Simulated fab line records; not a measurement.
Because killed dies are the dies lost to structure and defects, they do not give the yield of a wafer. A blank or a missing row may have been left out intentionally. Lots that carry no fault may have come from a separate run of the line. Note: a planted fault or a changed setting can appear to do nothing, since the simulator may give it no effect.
A single fault, viewed from 2 desks + flow nand harc + each desk has only its own numbers; what lay behind them comes last

THE METROLOGY DESK
Means of the sampled wafers that have a number, per lot and without regard to the tool the lot ran on: this is what the gauges read. Any lot whose mean is over 4 standard deviations away from the usual mean is out of limits and marked OUT; that distance is given in the brackets.
Columns: A = cd nm at NHARC_P_BONDPAD_CD_MEAS_09, usual 500.2 nm; B = overlay x nm at NHARC_P_BONDPAD_OVL_MEAS_38, usual 0 nm; C = overlay y nm at NHARC_P_BONDPAD_OVL_MEAS_38, usual 1 nm
| lot  | first seen here | A                | B   | C   |
|------|-----------------|------------------|-----|-----|
| L182 | day 7 10:35     | 501.2            | -2  | -12 |
| L187 | day 9 12:44     | 509.2 (+5.6) OUT | 4   | -11 |
| L188 | day 10 00:31    | 500.8            | 6   | -1  |
| L189 | day 10 04:15    | 508.0 (+4.9) OUT | -3  | -6  |
| L192 | day 11 19:11    | 506.5            | 5   | -6  |
| L193 | day 11 20:20    | 506.9 (+4.2) OUT | 2   | -4  |
| L194 | day 13 02:17    | 500.3            | -9  | 0   |
| L196 | day 13 20:59    | 498.7            | -11 | 9   |
| L200 | day 14 23:46    | 497.7            | 0   | 1   |
| L199 | day 15 06:04    | 502.5            | 1   | 2   |
| L202 | day 15 15:26    | 499.2            | 3   | 10  |
This desk finds L187, L189, L193 out of limits, L187 being first, at day 9 12:44 (cd nm at NHARC_P_BONDPAD_CD_MEAS_09). L182, L188, L192, L194, L196, L200, L199, L202: within limits.

TOOL OWNER'S DESK, krf scanner-03
The tool's own readings at NHARC_P_BONDPAD_EXPOSE_06 (exposes mask P BPAD): means of the sampled wafers that have a number, for each lot that ran on this tool. Any lot whose mean is over 4 standard deviations away from the usual mean is out of limits and marked OUT; that distance is given in the brackets.
Columns: A = exposure dose mJ cm2 at NHARC_P_BONDPAD_EXPOSE_06, usual 37.03
| lot  | first seen here | A                       |
|------|-----------------|-------------------------|
| L187 | day 9 12:35     | 50.96 (+99 or more) OUT |
| L189 | day 10 04:05    | 48.19 (+99 or more) OUT |
| L192 | day 11 19:02    | 47.23 (+99 or more) OUT |
| L193 | day 11 20:11    | 47.29 (+99 or more) OUT |
This desk finds L187, L189, L192, L193 out of limits, L187 being first, at day 9 12:35 (exposure dose mJ cm2 at NHARC_P_BONDPAD_EXPOSE_06). In limits: none.

ALL TOGETHER
The tool owner's desk had the chance to raise an alarm at day 9 12:35 on L187, L189, L192, L193.
An alarm was possible from the metrology desk at day 9 12:44, on L187, L189, L193.
The metrology desk has L192 on record, within its limits.
On krf scanner-03, each named lot ran NHARC_P_BONDPAD_EXPOSE_06.

WHAT THE SIMULATOR HAD INSERTED
Process parameter drift: krf scanner-03, from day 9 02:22 on, at NHARC_P_BONDPAD_EXPOSE_06. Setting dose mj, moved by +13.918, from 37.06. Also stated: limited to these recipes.
Lots struck among those shown: L187, L189, L192, L193.
Fault start to first reading out of limits, in hours, per desk: tool owner, 10; metrology, 10.
